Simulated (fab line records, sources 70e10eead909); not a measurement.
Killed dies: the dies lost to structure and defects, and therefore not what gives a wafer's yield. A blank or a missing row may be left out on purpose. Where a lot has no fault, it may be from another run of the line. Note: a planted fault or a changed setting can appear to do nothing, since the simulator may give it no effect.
A lot that was struck, set against a sound lot    flow nand-harc    15 out of 1302 route steps
Sound: wafers L590.3, L590.4, L590.5. Struck: wafer L582.2; the same lot's L582.6 was not struck, so it is left out; see the end for the cause.
Each step with rows lists, per side, the tool, then ch with its chambers, then its first start. Under that, the readings that differ: sound wafers    struck wafers    difference of the means    sigmas: that difference in standard deviations of wafers without a fault.
alike: same words and numbers on both sides, and readings whose means sit less than 2 such deviations apart. not compared: any withheld reading, any reading some wafer has no value for, any bound like >300 that may hide the same value, and any number with overlapping values for which the record gives no deviation.
The two part at a step that has a row with sigmas, a row that says differs or no value, or rows on one side only. Non-overlapping numbers with no deviation appear without sigmas and do not part them. A reading missing from all wafers of one side parts the sides only when that side holds two or more wafers.

first, 3 steps without rows for these wafers: NHARC_P_CONTACT_DESCUM_17 (chemistry O2, time 3 s); NHARC_P_CONTACT_ETCH_35 (etches the open film in CF4, target depth 39 nm, time 65 s); NHARC_P_CONTACT_ETCH_36 (etches the open film in N2/H2, target depth 260 nm, time 406.25 s).
NHARC_P_CONTACT_ETCH_18: etches the open film in C4F8/O2/Ar, target depth 481 nm, time 240.5 s.
  sound on rie-diel-02 ch 0,2,3; struck on rie-diel-12 ch 1
reading                sound              struck  difference  sigmas
oes-product-au (a.u.)  0.930 0.914 0.920  1.004   +0.083      +4
  alike: rf-vpp-V
  not compared: rf-hours-counter-h
then, 1 step without rows for these wafers: NHARC_P_CONTACT_STRIP_37 (strips in C4F8/O2/Ar).
NHARC_P_CONTACT_ETCH_31: etches the open film in CH3F/O2, target depth 30 nm, time 85.7 s.
  sound on rie-diel-02 ch 1,2,3; struck on rie-diel-12 ch 1
reading                sound              struck  difference  sigmas
oes-product-au (a.u.)  0.976 0.968 0.958  1.005   +0.038      +2
  alike: drypump-motor-current-A, rf-vpp-V, showerhead-plenum-p-Torr, throttle-valve-pct
  not compared: rf-hours-counter-h
NHARC_P_CONTACT_CD_MEAS_19:
  sound on cd-sem-02 at day 14 15:44; struck on cd-sem-02 at day 11 04:51
  alike: cd-nm
then, 2 steps without rows for these wafers: NHARC_P_CONTACT_STRIP_28 (strips in O2); NHARC_P_CONTACT_STRIP_29 (strips in post etch residue remover, time 1200 s).
NHARC_P_CONTACT_DEGAS_38: time 60 s.
  sound on pvd-sputter-02 at day 14 16:26; struck on pvd-sputter-02 at day 11 05:34
  alike: heater-power-w
then, 1 step without rows for these wafers: NHARC_P_CONTACT_PRE_CLEAN_39 (time 19.5 s).
NHARC_P_CONTACT_PVD_32: deposits Ti, target thk 5 nm, time 17.7 s.
  sound on pvd-sputter-02; struck on pvd-sputter-02
  alike: substrate-temp-c, throttle-valve-pct
NHARC_P_CONTACT_ALD_22: deposits TiN, target thk 3 nm, pulse time 1 s, ald cycles 150.
  sound on ald-metal-02 ch 0,1,3, day 14 16:41; struck on ald-metal-02 ch 0, day 11 05:50
reading     sound        struck  difference  sigmas
ald-cycles  150 150 150  254     +104        
  alike: heater-power-w, precursor-pulse-height-rel
NHARC_P_CONTACT_CVD_23: deposits W, target thk 200 nm, time 557 s.
  sound on cvd-w-02 ch 0,1; struck on cvd-w-01 ch 0
reading             sound        struck  difference  sigmas
heater-power-w (W)  557 540 557  356     -195        -2
  alike: throttle-valve-pct
-- the record jumps here: 18 days lie between the struck wafers' starts before and after (it left off in module P_CONTACT and takes up again in module END, whose first step shown is number 1302 of the route) --
NHARC_END_SORT_01:
  only the struck wafers appear in the record here, on prober-02 ch 0 at day 29 12:01; the sound ones have no rows

== WHERE THEY PART ==
Last at NHARC_END_SORT_01 as far as this record goes, first at NHARC_P_CONTACT_ETCH_18.

WHY: what the simulator had put in
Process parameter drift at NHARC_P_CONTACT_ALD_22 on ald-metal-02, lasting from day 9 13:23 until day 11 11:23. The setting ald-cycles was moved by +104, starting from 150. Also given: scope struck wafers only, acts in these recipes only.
